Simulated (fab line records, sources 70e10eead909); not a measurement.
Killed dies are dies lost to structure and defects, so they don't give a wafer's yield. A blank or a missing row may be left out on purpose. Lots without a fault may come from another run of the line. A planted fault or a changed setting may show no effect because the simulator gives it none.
Chamber matching | flow nand_harc | NHARC_P_ZERO_WELL_DESCUM_26 on rie_diel-10: 4 sister chambers
The step chemistry O2, time 3 s. 4 wafers are shown with their chamber, then 9 later ones without.

WAFERS WITH THEIR CHAMBER
wafer  | chamber | showerhead_plenum_p_Torr (Torr)
L085.2 | 2       | 2.06
L085.4 | 3       | 1.87
L090.5 | 1       | 1.79
L090.6 | 0       | 2.06

WAFERS WITHOUT THEIR CHAMBER
wafer  | showerhead_plenum_p_Torr (Torr)
L092.1 | 2.06
L092.5 | 1.79
L092.6 | 2.05
L093.1 | 1.79
L093.2 | 1.87
L093.4 | 2.05
L094.2 | 2.06
L094.3 | 1.87
L094.6 | 1.79

WHICH CHAMBER EACH WENT THROUGH
wafer  | from the rows above     | in truth
L092.1 | can't be placed: 0 or 2 | 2
L092.5 | 1                       | 1
L092.6 | can't be placed: 0 or 2 | 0
L093.1 | 1                       | 1
L093.2 | 3                       | 3
L093.4 | can't be placed: 0 or 2 | 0
L094.2 | can't be placed: 0 or 2 | 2
L094.3 | 3                       | 3
L094.6 | 1                       | 1
Placed correctly: 5 of 9. Can't be placed from these rows: 4 (the true chamber is among the candidates in 4). Placed wrongly: 0.
How it was worked out, from the rows above alone: a wafer's distance from a chamber is the root of the sum, over the readings, of the square of ((its reading less the chamber's mean) divided by the reading's scatter). The wafer belongs to the nearest chamber; if the next one is less than 2 further off, it can't be placed. A chamber's mean is the mean of its shown wafers. The scatter: with one shown wafer a chamber, the root of the mean of the squares of how far each hidden wafer lies from its nearest shown one.
